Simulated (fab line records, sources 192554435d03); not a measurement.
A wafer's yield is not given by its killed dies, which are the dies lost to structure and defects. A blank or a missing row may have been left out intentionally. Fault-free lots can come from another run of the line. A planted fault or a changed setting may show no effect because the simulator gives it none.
Chamber matching    flow n5Finfet    rieDiel-01 running N5_BEOL_M3_STRIP_19: 4 sister chambers
The step strips in O2. 18 wafers are shown with their chamber, then 9 later ones without.

WAFERS PAIRED WITH THEIR CHAMBERS
wafer   chamber  drypumpMotorCurrentA (A)  throttleValvePct (%)  oesProductAu (a.u.)
L074.1  2        6.0                       16.66                 0.69
L074.2  3        5.4                       16.90                 0.73
L074.5  3        5.4                       16.91                 0.74
L079.1  3        5.4                       16.94                 0.71
L079.4  3        5.4                       16.95                 0.72
L079.5  1        5.8                       16.65                 0.91
L087.3  2        6.0                       16.21                 0.94
L087.4  0        6.1                       16.81                 0.72
L087.6  3        5.4                       16.98                 0.71
L088.4  0        6.1                       16.80                 0.72
L088.5  1        5.8                       16.72                 0.88
L088.6  2        6.0                       16.21                 0.93
L093.1  2        6.0                       16.22                 0.91
L093.4  3        5.4                       16.97                 0.71
L093.5  3        5.4                       16.99                 0.71
L090.2  0        6.1                       16.82                 0.71
L090.4  3        5.4                       17.00                 0.71
L090.6  2        6.1                       16.24                 0.90

SIGNATURES (means of the wafers above)
reading               chamber 0  chamber 1  chamber 2  chamber 3  scatter within a chamber
drypumpMotorCurrentA  6.100      5.800      6.020      5.400      0.0239
throttleValvePct      16.8100    16.6850    16.3080    16.9550    0.109
oesProductAu          0.7167     0.8950     0.8740     0.7175     0.0566
Rule: for each reading, subtract the chamber's mean from the wafer's reading, divide by that reading's scatter and square the result; add these up over the readings and take the root, which gives the wafer's distance from the chamber. The wafer belongs to the nearest chamber; if the next one is less than 2 further off, it can't be placed. How the scatter is found: for the shown wafers, subtract from each reading the mean of its chamber, square and add these, divide the total by (wafers less chambers), then take the root.

WAFERS WITHOUT THEIR CHAMBER
wafer   drypumpMotorCurrentA (A)  throttleValvePct (%)  oesProductAu (a.u.)
L095.3  6.1                       16.84                 0.70
L095.4  5.8                       16.73                 0.86
L095.6  5.8                       16.75                 0.86
L096.2  6.0                       16.26                 0.89
L096.4  5.8                       16.77                 0.85
L096.6  5.4                       17.01                 0.69
L097.1  5.4                       17.01                 0.70
L097.2  6.1                       16.85                 0.70
L097.6  6.1                       16.84                 0.71

WHICH CHAMBER EACH WENT THROUGH
wafer   from the rows above  in truth
L095.3  0                    0
L095.4  1                    1
L095.6  1                    1
L096.2  2                    2
L096.4  1                    1
L096.6  3                    3
L097.1  3                    3
L097.2  0                    0
L097.6  0                    0
Correctly placed: 9 of 9. Left unplaced by these rows: 0. Number placed wrongly: 0.
